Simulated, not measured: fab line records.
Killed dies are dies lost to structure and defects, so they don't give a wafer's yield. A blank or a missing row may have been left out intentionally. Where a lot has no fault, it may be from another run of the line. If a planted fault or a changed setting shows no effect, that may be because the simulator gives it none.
Matching of chambers || flow nandHarc || NHARC_A_CHANNEL_FILL_D1_ALD_02 on aldHk-02: 4 sister chambers
The step deposits SiO2, target thk 6 nm, pulse time 10 s, ald cycles 60. 18 wafers are shown with their chamber, then 9 later ones without.

WAFERS WITH THEIR CHAMBER
{"wafer": "L075.2", "chamber": 2, "heaterPowerW (W)": 439, "precursorPulseHeightRel": 1.032}
{"wafer": "L075.4", "chamber": 0, "heaterPowerW (W)": 395, "precursorPulseHeightRel": 1.002}
{"wafer": "L075.6", "chamber": 0, "heaterPowerW (W)": 388, "precursorPulseHeightRel": 1.027}
{"wafer": "L074.2", "chamber": 2, "heaterPowerW (W)": 436, "precursorPulseHeightRel": 1.003}
{"wafer": "L074.4", "chamber": 0, "heaterPowerW (W)": 385, "precursorPulseHeightRel": 0.994}
{"wafer": "L074.6", "chamber": 1, "heaterPowerW (W)": 463, "precursorPulseHeightRel": 0.965}
{"wafer": "L076.1", "chamber": 1, "heaterPowerW (W)": 462, "precursorPulseHeightRel": 1.026}
{"wafer": "L076.3", "chamber": 2, "heaterPowerW (W)": 429, "precursorPulseHeightRel": 0.967}
{"wafer": "L076.4", "chamber": 0, "heaterPowerW (W)": 389, "precursorPulseHeightRel": 0.980}
{"wafer": "L078.1", "chamber": 1, "heaterPowerW (W)": 459, "precursorPulseHeightRel": 0.988}
{"wafer": "L078.4", "chamber": 3, "heaterPowerW (W)": 461, "precursorPulseHeightRel": 1.007}
{"wafer": "L078.6", "chamber": 3, "heaterPowerW (W)": 485, "precursorPulseHeightRel": 0.989}
{"wafer": "L081.2", "chamber": 0, "heaterPowerW (W)": 389, "precursorPulseHeightRel": 0.993}
{"wafer": "L081.4", "chamber": 3, "heaterPowerW (W)": 469, "precursorPulseHeightRel": 0.996}
{"wafer": "L081.6", "chamber": 0, "heaterPowerW (W)": 396, "precursorPulseHeightRel": 0.990}
{"wafer": "L083.1", "chamber": 3, "heaterPowerW (W)": 476, "precursorPulseHeightRel": 1.012}
{"wafer": "L083.2", "chamber": 1, "heaterPowerW (W)": 465, "precursorPulseHeightRel": 0.970}
{"wafer": "L083.5", "chamber": 0, "heaterPowerW (W)": 392, "precursorPulseHeightRel": 1.043}

SIGNATURES, as means of the wafers listed above
{"reading": "heaterPowerW", "chamber 0": 390.57, "chamber 1": 462.25, "chamber 2": 434.67, "chamber 3": 472.75, "scatter within a chamber": 5.84}
{"reading": "precursorPulseHeightRel", "chamber 0": 1.00414, "chamber 1": 0.98725, "chamber 2": 1.00067, "chamber 3": 1.00100, "scatter within a chamber": 0.0236}
Rule: a wafer's distance from a chamber is the root of the sum, over the readings, of the square of ((its reading less the chamber's mean) divided by the reading's scatter). If the next closest chamber is less than 2 further off than the closest, the wafer can't be placed; otherwise it belongs to the closest. The scatter is the square root of a quotient: the sum, over the shown wafers, of each reading's squared deviation from its chamber's mean, divided by wafers minus chambers.

WAFERS MISSING THEIR CHAMBER
{"wafer": "L091.1", "heaterPowerW (W)": 472, "precursorPulseHeightRel": 0.965}
{"wafer": "L091.4", "heaterPowerW (W)": 406, "precursorPulseHeightRel": 1.011}
{"wafer": "L091.6", "heaterPowerW (W)": 417, "precursorPulseHeightRel": 0.976}
{"wafer": "L094.3", "heaterPowerW (W)": 454, "precursorPulseHeightRel": 1.000}
{"wafer": "L094.5", "heaterPowerW (W)": 463, "precursorPulseHeightRel": 0.976}
{"wafer": "L094.6", "heaterPowerW (W)": 409, "precursorPulseHeightRel": 1.006}
{"wafer": "L097.4", "heaterPowerW (W)": 382, "precursorPulseHeightRel": 0.988}
{"wafer": "L097.5", "heaterPowerW (W)": 442, "precursorPulseHeightRel": 1.019}
{"wafer": "L097.6", "heaterPowerW (W)": 420, "precursorPulseHeightRel": 0.994}

WHICH CHAMBER EACH ONE RAN IN
{"wafer": "L091.1", "from the rows above": "can't be placed: 3 or 1", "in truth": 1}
{"wafer": "L091.4", "from the rows above": 0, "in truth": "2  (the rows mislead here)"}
{"wafer": "L091.6", "from the rows above": "can't be placed: 2 or 0", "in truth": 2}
{"wafer": "L094.3", "from the rows above": "can't be placed: 1 or 3 or 2", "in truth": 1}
{"wafer": "L094.5", "from the rows above": "can't be placed: 1 or 3", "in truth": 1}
{"wafer": "L094.6", "from the rows above": "can't be placed: 0 or 2", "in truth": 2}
{"wafer": "L097.4", "from the rows above": 0, "in truth": 0}
{"wafer": "L097.5", "from the rows above": 2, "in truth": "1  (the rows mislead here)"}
{"wafer": "L097.6", "from the rows above": 2, "in truth": 2}
Correct placement for 2 of the 9. Can't be placed from these rows: 5 (the true chamber is among the candidates in 5). 2 placed wrongly.
